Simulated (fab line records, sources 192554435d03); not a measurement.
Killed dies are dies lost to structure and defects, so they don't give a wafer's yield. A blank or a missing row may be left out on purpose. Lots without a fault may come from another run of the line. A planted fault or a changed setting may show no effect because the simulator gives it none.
Chamber matching | flow n5_finfet | N5_STI_FIN_REVEAL_ETCH_34 on rie_si-01: 4 sister chambers
The step etches Si in H2, material Si, target depth 0.97 nm. 20 wafers are shown with their chamber, then 10 later ones without.

WAFERS WITH THEIR CHAMBER
wafer  | chamber | drypump_motor_current_A (A) | throttle_valve_pct (%) | oes_product_au (a.u.)
L076.1 | 0       | 5.5                         | 26.3                   | 1.026
L076.3 | 2       | 5.1                         | 25.5                   | 1.008
L076.5 | 2       | 5.1                         | 25.5                   | 1.003
L077.1 | 3       | 6.3                         | 25.7                   | 0.995
L077.2 | 0       | 5.5                         | 26.3                   | 1.029
L077.5 | 0       | 5.5                         | 26.3                   | 1.021
L078.1 | 1       | 6.6                         | 26.3                   | 1.002
L078.3 | 0       | 5.5                         | 26.2                   | 1.029
L078.5 | 2       | 5.2                         | 25.5                   | 1.006
L081.3 | 3       | 6.3                         | 25.7                   | 1.000
L081.4 | 2       | 5.2                         | 25.4                   | 1.012
L081.5 | 2       | 5.2                         | 25.5                   | 1.014
L082.2 | 0       | 5.5                         | 26.3                   | 1.026
L082.3 | 2       | 5.2                         | 25.5                   | 1.009
L082.6 | 1       | 6.6                         | 26.3                   | 1.004
L086.1 | 3       | 6.3                         | 25.7                   | 1.004
L086.2 | 0       | 5.5                         | 26.2                   | 1.033
L086.6 | 2       | 5.1                         | 25.5                   | 1.015
L087.1 | 3       | 6.2                         | 25.7                   | 1.004
L087.2 | 2       | 5.2                         | 25.5                   | 1.010

SIGNATURES (means of the wafers above)
reading                 | chamber 0 | chamber 1 | chamber 2 | chamber 3 | scatter within a chamber
drypump_motor_current_A | 5.500     | 6.600     | 5.162     | 6.275     | 0.0405
throttle_valve_pct      | 26.267    | 26.300    | 25.488    | 25.700    | 0.0372
oes_product_au          | 1.02733   | 1.00300   | 1.00962   | 1.00075   | 0.00397
Rule: a wafer's distance from a chamber is the root of the sum, over the readings, of the square of ((its reading less the chamber's mean) divided by the reading's scatter). The wafer belongs to the nearest chamber; if the next one is less than 2 further off, it can't be placed. The scatter: the root of (the sum of the squares of (reading less its chamber's mean) over the shown wafers, divided by (wafers less chambers)).

WAFERS WITHOUT THEIR CHAMBER
wafer  | drypump_motor_current_A (A) | throttle_valve_pct (%) | oes_product_au (a.u.)
L087.3 | 6.6                         | 26.3                   | 1.001
L089.1 | 6.3                         | 25.7                   | 0.988
L089.3 | 5.5                         | 26.3                   | 1.026
L089.6 | 5.1                         | 25.5                   | 1.012
L093.3 | 6.6                         | 26.3                   | 0.999
L093.4 | 6.3                         | 25.7                   | 1.001
L093.6 | 5.2                         | 25.4                   | 1.010
L094.1 | 5.5                         | 26.3                   | 1.028
L094.4 | 5.1                         | 25.5                   | 1.004
L094.6 | 5.2                         | 25.4                   | 1.012

WHICH CHAMBER EACH WENT THROUGH
wafer  | from the rows above | in truth
L087.3 | 1                   | 1
L089.1 | 3                   | 3
L089.3 | 0                   | 0
L089.6 | 2                   | 2
L093.3 | 1                   | 1
L093.4 | 3                   | 3
L093.6 | 2                   | 2
L094.1 | 0                   | 0
L094.4 | 2                   | 2
L094.6 | 2                   | 2
Placed correctly: 10 of 10. Can't be placed from these rows: 0. Placed wrongly: 0.
